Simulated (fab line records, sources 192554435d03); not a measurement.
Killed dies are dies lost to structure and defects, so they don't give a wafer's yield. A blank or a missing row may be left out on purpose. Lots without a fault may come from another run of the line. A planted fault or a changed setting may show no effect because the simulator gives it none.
Chamber matching | flow n5_finfet | N5_FIN_SAQP_ETCH_65 on rie_si-02: 4 sister chambers
The step etches SiO2 in CF4, target depth 4 nm, time 4.4 s. 20 wafers are shown with their chamber, then 10 later ones without.

WAFERS WITH THEIR CHAMBER
wafer  | chamber | throttle_valve_pct (%) | drypump_motor_current_A (A) | oes_product_au (a.u.)
L080.1 | 1       | 22.24                  | 5.2                         | 0.985
L080.5 | 0       | 21.91                  | 5.1                         | 1.001
L080.6 | 3       | 21.53                  | 5.5                         | 0.991
L084.1 | 2       | 21.37                  | 5.7                         | 0.956
L084.2 | 3       | 21.52                  | 5.4                         | 0.985
L084.4 | 1       | 22.22                  | 5.2                         | 0.986
L087.3 | 2       | 21.36                  | 5.7                         | 0.969
L087.4 | 0       | 21.91                  | 5.1                         | 1.003
L087.6 | 0       | 21.93                  | 5.1                         | 1.007
L088.3 | 0       | 21.91                  | 5.1                         | 1.007
L088.5 | 3       | 21.53                  | 5.4                         | 0.992
L088.6 | 2       | 21.36                  | 5.7                         | 0.963
L090.1 | 2       | 21.35                  | 5.7                         | 0.977
L090.2 | 1       | 22.23                  | 5.2                         | 0.996
L090.3 | 3       | 21.53                  | 5.4                         | 0.998
L090.4 | 0       | 21.91                  | 5.1                         | 1.003
L090.5 | 3       | 21.53                  | 5.4                         | 0.991
L090.6 | 0       | 21.92                  | 5.1                         | 1.011
L092.1 | 3       | 21.54                  | 5.4                         | 0.987
L092.3 | 1       | 22.23                  | 5.2                         | 0.982

SIGNATURES (means of the wafers above)
reading                 | chamber 0 | chamber 1 | chamber 2 | chamber 3 | scatter within a chamber
throttle_valve_pct      | 21.9150   | 22.2300   | 21.3600   | 21.5300   | 0.00771
drypump_motor_current_A | 5.100     | 5.200     | 5.700     | 5.417     | 0.0228
oes_product_au          | 1.00533   | 0.98725   | 0.96625   | 0.99067   | 0.00569
Rule: a wafer's distance from a chamber is the root of the sum, over the readings, of the square of ((its reading less the chamber's mean) divided by the reading's scatter). The wafer belongs to the nearest chamber; if the next one is less than 2 further off, it can't be placed. The scatter: the root of (the sum of the squares of (reading less its chamber's mean) over the shown wafers, divided by (wafers less chambers)).

WAFERS WITHOUT THEIR CHAMBER
wafer  | throttle_valve_pct (%) | drypump_motor_current_A (A) | oes_product_au (a.u.)
L092.6 | 21.52                  | 5.4                         | 0.971
L093.1 | 21.93                  | 5.1                         | 0.999
L093.2 | 22.25                  | 5.2                         | 0.987
L093.3 | 21.51                  | 5.4                         | 0.985
L093.4 | 21.36                  | 5.7                         | 0.964
L093.5 | 21.91                  | 5.1                         | 1.000
L093.6 | 22.22                  | 5.2                         | 0.983
L094.1 | 21.92                  | 5.1                         | 1.016
L094.2 | 21.51                  | 5.4                         | 0.988
L094.6 | 21.91                  | 5.1                         | 1.008

WHICH CHAMBER EACH WENT THROUGH
wafer  | from the rows above | in truth
L092.6 | 3                   | 3
L093.1 | 0                   | 0
L093.2 | 1                   | 1
L093.3 | 3                   | 3
L093.4 | 2                   | 2
L093.5 | 0                   | 0
L093.6 | 1                   | 1
L094.1 | 0                   | 0
L094.2 | 3                   | 3
L094.6 | 0                   | 0
Placed correctly: 10 of 10. Can't be placed from these rows: 0. Placed wrongly: 0.
